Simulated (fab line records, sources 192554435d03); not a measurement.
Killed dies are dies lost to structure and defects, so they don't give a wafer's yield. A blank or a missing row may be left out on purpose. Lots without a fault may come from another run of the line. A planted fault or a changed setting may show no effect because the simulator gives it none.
fab line records | flow n5_finfet
record lots=4 wafers=12 last_day=17
route steps=1938 shown BEOL_M6@1256 BEOL_M7@1263 PASSIVATION@1936
lots that met no fault: from a run of the same line without faults
start_h: hours from the record's first day to the start of the lot's first wafer shown | wait_h: hours since the lot's step before | " the same as in the row above | L1.1+2: a row that stands for several wafers | - no value, or no start given | * or withheld: withheld | < > ~ a bound
route shown NAME@n: a module of which the file shows steps, and the number in the route of the first | usual: mean/standard deviation of fault-free wafers | same: alike in all rows | chamber/n: place in a boat | sites: the reading at each site | _std_site: their standard deviation | _edge_site: outer sites' mean less inner sites' | radius_mm: how far each site lies from the wafer's centre | mask NAME#n: copy n | behind: the tool/chamber that last shaped the wafer | hold: why the lot was held/for how many hours/how that ended | device: the transistor (n, p or np) that didn't switch | end of line: the same wafers' tests at the end of the route | a step without rows: its recipe alone | killed: dies lost to structure and defects at the first sort, not the wafer's yield | map: a wafer's dies, x killed, . not, _ none there
set.NAME: the setting as run; set.NAME@STEP: as run at that earlier step | model.NAME: the simulator's own value behind a step, which no gauge read
lots at some steps of the route; a table a step, a row a wafer
services: from which hour (start_h, from the record's first day; less than 0 if before it) a tool's chamber was out of use, for how many hours, and why
## steps
# step N5_BEOL_M6_ANNEAL_51
# recipe temp_c=225 time_s=90 ambient=N2
# step N5_BEOL_M6_CMP_52
# recipe stop_on=SiCOH_lowk t_overpolish_s=6.9 down_force_psi=1 platen_rpm=50 clearing_platen_down_force_psi=1.5 clearing_platen_rpm=50 post_cmp_clean=cu_alkaline target_thk_nm=80 clearing_platen_pad_velocity_m_s=0.99484 pad_velocity_m_s=0.99484
# step N5_BEOL_M6_PRE_CLEAN_55
# recipe gas=NH3 time_s=15 temp_c=withheld rf_power_w=300
# step N5_BEOL_M6_DEP_56
# recipe material=SiCN target_thk_a=100 temp_c=withheld precursor=3MS/NH3 pressure_torr=3 rf_w=202 time_s=17.5
# step N5_BEOL_M7_ILD_DEP_00
# recipe material=SiCOH_lowk target_thk_a=1797.5 temp_c=300 precursor=DEMS/porogen pressure_torr=5 rf_w=500 time_s=33.4
# step N5_BEOL_M7_CURE_74
# recipe temp_c=385 time_s=240 ambient=He/Ar material=SiCOH_lowk
# step N5_BEOL_M7_PECVD_70
# recipe material=SiO2 target_thk_a=200 temp_c=400 precursor=TEOS/O2 pressure_torr=5.5 rf_w=450 teos_flow_sccm=53.8 gas=O2 flow_sccm=3000 time_s=22.7
# step N5_BEOL_M7_HM_DEP_02
# recipe material=TiN target_thk_a=200 temp_c=25 chamber_pressure_pa=0.49996
# step N5_BEOL_M7_COAT_59
# recipe resist=SOC temp_c=250 time_s=60 spin_rpm=1500 resist_thk_nm=100
# usual spin_speed_rpm=1500.0/1.1
# columns lot.wafer tool chamber start_h wait_h spin_speed_rpm model.SOC_of_BEOL_M7_COAT_59.thk_nm
L845.1 litho_track-03 0 247.96 0.1 1614.9 96.2
L845.3 " 0 " " 1615.9 96.2
L845.4 " 0 " " 1614.6 96.2
L846.2 litho_track-03 0 268.95 0.1 1615.1 96.6
L846.5 " 0 " " 1617.6 96.4
L846.6 " 0 " " 1616.4 96.4
L855.2 litho_track-02 0 320.65 0.1 1500.3 100.6
L855.3 " 0 " " 1501.0 100.4
L855.6 " 0 " " 1499.6 100.4
L857.2 litho_track-03 0 344.19 0.1 1499.8 100
L857.4 " 0 " " 1499.7 99.8
L857.6 " 0 " " 1499.2 99.8
# step N5_BEOL_M7_COAT_60
# recipe resist=SiARC temp_c=220 time_s=60 spin_rpm=1500 resist_thk_nm=35
# step N5_BEOL_M7_COAT_05
# recipe resist=CAR-ArF spin_rpm=1500 resist_thk_nm=90
# step N5_BEOL_M7_EBR_07
# recipe solvent=PGMEA ebr_width_mm=1.5
# step N5_BEOL_M7_SOFTBAKE_06
# recipe temp_c=110 time_s=60 resist=CAR-ArF
# step N5_BEOL_M7_EXPOSE_08
# recipe mask_id=M7 na=1.35 source_shape=dipole sigma_inner=0.817 sigma_outer=0.97 polarization=te dose_mj=68.25
# step N5_BEOL_M7_PEB_09
# recipe peb_temp_c=withheld peb_time_s=60 resist=CAR-ArF
# step N5_BEOL_M7_DEVELOP_10
# recipe develop_time_s=30 developer=TMAH resist=CAR-ArF rinse_liquid=diw dry=air_spin dev_temp_c=23
# step N5_BEOL_M7_DESCUM_16
# recipe chemistry=O2 time_s=7.9 source_power_w=50 bias_power_w=20 pressure_mtorr=20 rf_frequency_hz=2.712e+07 temp_c=40 resist=CAR-ArF o2_flow_sccm=225
# step N5_BEOL_M7_ETCH_61
# recipe chemistry=CF4 target=SiARC target_depth_a=455 mask_material=CAR-ArF time_s=75.8 ion_energy_ev=80 pressure_mtorr=40 source_w=545 bias_w=36 Ar_flow_sccm=100 cf4_flow_sccm=100 ends=cleared
# step N5_BEOL_M7_ETCH_62
# recipe chemistry=N2/H2 target=SOC target_depth_a=1100 overetch_a=220 mask_material=SiARC temp_c=40 time_s=165 ion_energy_ev=200 pressure_mtorr=30 source_w=840 bias_w=150 n2_flow_sccm=200 h2_flow_sccm=200
# usual drypump_motor_current_A=5.6/0.55 oes_product_au=0.70/0.082 rf_vpp_V=523.9/2.8 showerhead_plenum_p_Torr=2.54/0.1 throttle_valve_pct=17.7/0.32
# columns lot.wafer tool chamber start_h wait_h drypump_motor_current_A oes_product_au rf_hours_counter_h rf_vpp_V showerhead_plenum_p_Torr throttle_valve_pct model.etch.depth_nm
L845.1 rie_diel-04 2 248.63 0.0 6.3 0.57 238 523.3 2.51 18.3 96.24
L845.3 " 3 " " 6.1 0.63 147 520.7 2.44 17.8 96.22
L845.4 " 0 " " 5.1 0.57 229 520.3 2.40 17.8 96.15
L846.2 rie_diel-05 1 269.50 0.0 5.8 0.78 9 527.8 2.73 17.6 96.6
L846.5 " 0 " " 5.5 0.70 - 524.3 2.56 17.1 96.33
L846.6 " 3 " " 5.0 0.76 - 521.3 2.48 17.1 96.34
L855.2 rie_diel-04 3 321.20 0.0 6.1 0.62 175 521.6 2.43 17.9 100.5
L855.3 " 1 " " 5.0 0.58 213 519.1 2.40 17.9 100.4
L855.6 " 3 " " 6.1 0.62 - 519.9 2.43 17.9 100.4
L857.2 rie_diel-03 2 344.74 0.0 6.6 0.62 202 526.5 2.61 17.7 99.95
L857.4 " 3 " " 5.5 0.72 49 522.5 2.48 17.8 99.85
L857.6 " 3 " " 5.5 0.73 - 522.2 2.48 17.8 99.79
# step N5_BEOL_M7_STRIP_68
# recipe chemistry=N2/H2 temp_c=40 n2_flow_sccm=200 h2_flow_sccm=200 rf_frequency_hz=6e+07
# step N5_BEOL_M7_STRIP_67
# recipe chemistry=CF4 resist=SiARC power_w=300 bias_power_w=75 pressure_mtorr=50 cf4_flow_sccm=150 rf_frequency_hz=6e+07
# step N5_BEOL_M7_HM_OPEN_17
# recipe chemistry=Cl2/BCl3 target_depth_a=200 overetch_a=60 target=TiN mask_material=SOC ion_energy_ev=150 pressure_mtorr=10 icp_w=1000 bias_w=126 Cl2_flow_sccm=53.25 bcl3_flow_sccm=21.75 Ar_flow_sccm=25
# usual drypump_motor_current_A=5.61/0.17 oes_product_au=0.66/0.11 throttle_valve_pct=22.22/0.17
# columns lot.wafer tool chamber start_h wait_h drypump_motor_current_A oes_product_au rf_hours_counter_h throttle_valve_pct model.SOC_of_BEOL_M7_COAT_59.thk_nm
L845.1 rie_metal-01 1 248.82 0.0 5.65 0.58 79 22.07 88
L845.3 " 1 " " 5.66 0.58 - 22.06 88.2
L845.4 " 0 " " 5.35 0.67 - 22.07 88
L846.2 rie_metal-02 0 269.72 0.1 5.86 0.72 - 22.30 89
L846.5 " 0 " " 5.88 0.72 - 22.32 88.8
L846.6 " 0 " " 5.87 0.73 - 22.29 88.6
L855.2 rie_metal-01 0 321.39 0.0 5.30 0.65 47 22.09 92.4
L855.3 " 0 " " 5.30 0.65 - 22.08 92.2
L855.6 " 0 " " 5.36 0.65 - 22.10 92.2
L857.2 rie_metal-03 1 344.92 0.0 5.60 0.78 5 22.28 92
L857.4 " 0 " " 5.51 0.80 - 22.08 91.6
L857.6 " 0 " " 5.51 0.79 - 22.09 91.6
# step N5_BEOL_M7_STRIP_19
# recipe chemistry=O2 power_w=400 temp_c=40 pressure_mtorr=30 rf_frequency_hz=6e+07 bias_power_w=0 overash_fraction=0.2 o2_flow_sccm=225
# step N5_PASSIVATION_PROBE_49
# usual defect_limited_yield=91.5/1.6 killed_at_M0_to_M3=33/10 killed_at_M4_up=13/5.6 killed_at_contacts=13/6 killed_at_front_end=39/12 killed_at_other=3.0/2.8 killed_dies=101/19 killed_open=65/13 killed_short=32/8.3 sort_bin_5_function=5.0/1 sort_bin_6_memory=3.1/0.69 sort_n_pass=1079/19 sort_yield_pct=91.5/1.6
# same gross_dies=1180 killed_at_back_side=0 sort_bin_4_leakage[%]=0 sort_bin_8_speed[%]=0
# columns lot.wafer tool chamber start_h wait_h defect_limited_yield[%] killed_at_M0_to_M3 killed_at_M4_up killed_at_contacts killed_at_front_end killed_at_other killed_dies killed_open killed_short sort_bin_5_function[%] sort_bin_6_memory[%] sort_n_pass sort_yield_pct[%]
L855.2 prober-01 - 397.98 0.1 89.7 43 20 17 40 1 121 77 40 5.8 4.1 1059 89.7
L855.3 prober-01 - 398.03 0.1 89.9 26 21 22 45 5 119 84 32 5.3 4.6 1061 89.9
L855.6 prober-01 - 398.18 0.3 89.9 34 18 22 41 4 119 72 40 6.1 3.6 1061 89.9
L857.2 prober-01 - 416.26 0.1 92.2 15 16 15 41 5 92 57 30 4.7 2.9 1088 92.2
L857.4 prober-01 - 416.36 0.2 91.2 25 10 17 52 0 104 69 33 4.9 3.6 1076 91.2
L857.6 prober-01 - 416.46 0.3 92.3 26 12 15 37 1 91 70 20 4.8 2.6 1089 92.3
# killed by level:class
L855.2 MOL_CONTACT_COAG:geometric_particle:open=14 BEOL_M0_SAQP:geometric_particle:short=10 BEOL_M2:geometric_particle:open=10 BEOL_M4:geometric_particle:open=9 STI_FIN_REVEAL:geometric_particle:open=8 GATE_CUT:geometric_particle:short=7 GATE_CUT:geometric_particle:open=6 BEOL_M3:geometric_particle:open=6
L855.3 MOL_CONTACT_COAG:geometric_particle:open=18 FIN_SAQP:geometric_particle:open=14 DUMMY_GATE:geometric_particle:open=13 BEOL_M4:geometric_particle:open=9 BEOL_M0_SAQP:geometric_particle:short=8 BEOL_M0_SAQP:geometric_particle:open=7 BEOL_M2:geometric_particle:open=7 FIN_SAQP:geometric_particle:short=5
L855.6 MOL_CONTACT_COAG:geometric_particle:open=15 STI_FIN_REVEAL:geometric_particle:open=10 BEOL_M0_SAQP:geometric_particle:open=9 FIN_SAQP:geometric_particle:open=7 BEOL_M0_SAQP:geometric_particle:short=7 MOL_CONTACT_COAG:geometric_particle:short=7 STI_FIN_REVEAL:geometric_particle:short=4 BEOL_M2:geometric_particle:open=4
L857.2 STI_FIN_REVEAL:geometric_particle:open=10 MOL_CONTACT_COAG:geometric_particle:open=9 FIN_SAQP:geometric_particle:open=8 MOL_CONTACT_COAG:geometric_particle:short=6 BEOL_M0_SAQP:geometric_particle:short=6 BEOL_M4:geometric_particle:open=6 FIN_SAQP:geometric_particle:short=4 STI_FIN_REVEAL:geometric_particle:short=4
L857.4 STI_FIN_REVEAL:geometric_particle:open=16 MOL_CONTACT_COAG:geometric_particle:open=15 FIN_SAQP:geometric_particle:open=9 BEOL_M0_SAQP:geometric_particle:short=7 BEOL_M2:geometric_particle:open=5 FIN_SAQP:geometric_particle:short=4 STI_FIN_REVEAL:geometric_particle:short=4 BEOL_M0_SAQP:geometric_particle:open=4
L857.6 MOL_CONTACT_COAG:geometric_particle:open=11 STI_FIN_REVEAL:geometric_particle:open=9 BEOL_M1:geometric_particle:open=9 BEOL_M4:geometric_particle:open=7 BEOL_M3:geometric_particle:open=6 FIN_SAQP:geometric_particle:open=5 MOL_CONTACT_COAG:geometric_particle:short=4 BEOL_M2:geometric_particle:open=4
## services
# columns tool chamber start_h hours kind
rie_diel-05 2 243.42 - clean
rie_diel-05 2 243.42 - consumable_replace:focus_ring
rie_diel-05 2 243.42 18.1 scheduled_down
rie_diel-05 2 243.42 18.1 vent_cycle
rie_metal-02 1 261.93 - clean
rie_metal-02 1 261.93 24.4 scheduled_down
rie_metal-02 1 261.93 24.4 vent_cycle
rie_metal-03 1 262.40 - clean
rie_metal-03 1 262.40 22.1 scheduled_down
rie_metal-03 1 262.40 22.1 vent_cycle
litho_track-03 - 279.98 - consumable_replace:filter
rie_metal-03 0 284.50 - clean
rie_metal-03 0 284.50 13.2 scheduled_down
rie_metal-03 0 284.50 13.2 vent_cycle
rie_diel-04 2 287.02 - clean
rie_diel-04 2 287.02 - consumable_replace:focus_ring
rie_diel-04 0 309.21 - clean
rie_diel-04 0 309.21 - consumable_replace:esc
rie_diel-04 0 309.21 - consumable_replace:focus_ring
rie_diel-04 0 309.21 - consumable_replace:showerhead
rie_diel-04 0 309.21 25.9 scheduled_down
rie_diel-04 0 309.21 25.9 vent_cycle
rie_diel-03 1 342.20 1.8 repair
## key
first_sign step=N5_BEOL_M7_COAT_59 reading=spin_speed_rpm direction=up sigmas=99+ usual=* struck=*
effect none on later readings
model_effect step=N5_BEOL_M7_COAT_59 value=SOC_of_BEOL_M7_COAT_59.thk_nm without=99.93 struck=96.33
model_effect step=N5_BEOL_M7_ETCH_62 value=etch.depth_nm without=99.97 struck=96.31
model_effect step=N5_BEOL_M7_HM_OPEN_17 value=SOC_of_BEOL_M7_COAT_59.thk_nm without=92.1 struck=88.43
met_at N5_BEOL_M7_COAT_59
struck_wafers L845.1,L845.3,L845.4,L846.2,L846.5,L846.6
baseline_loss step=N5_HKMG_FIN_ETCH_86 wafers=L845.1
fault kind=process_parameter_drift tool=litho_track-03 chamber=- onset_h=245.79 steps=N5_BEOL_M7_COAT_59 channel=spin_rpm offset=* shape=step end_h=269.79 acts_in=* stated=*
# baseline_loss: these wafers lose ten dies or more at that step, a loss of the line's own and not of a fault; the sort's usual values leave them out
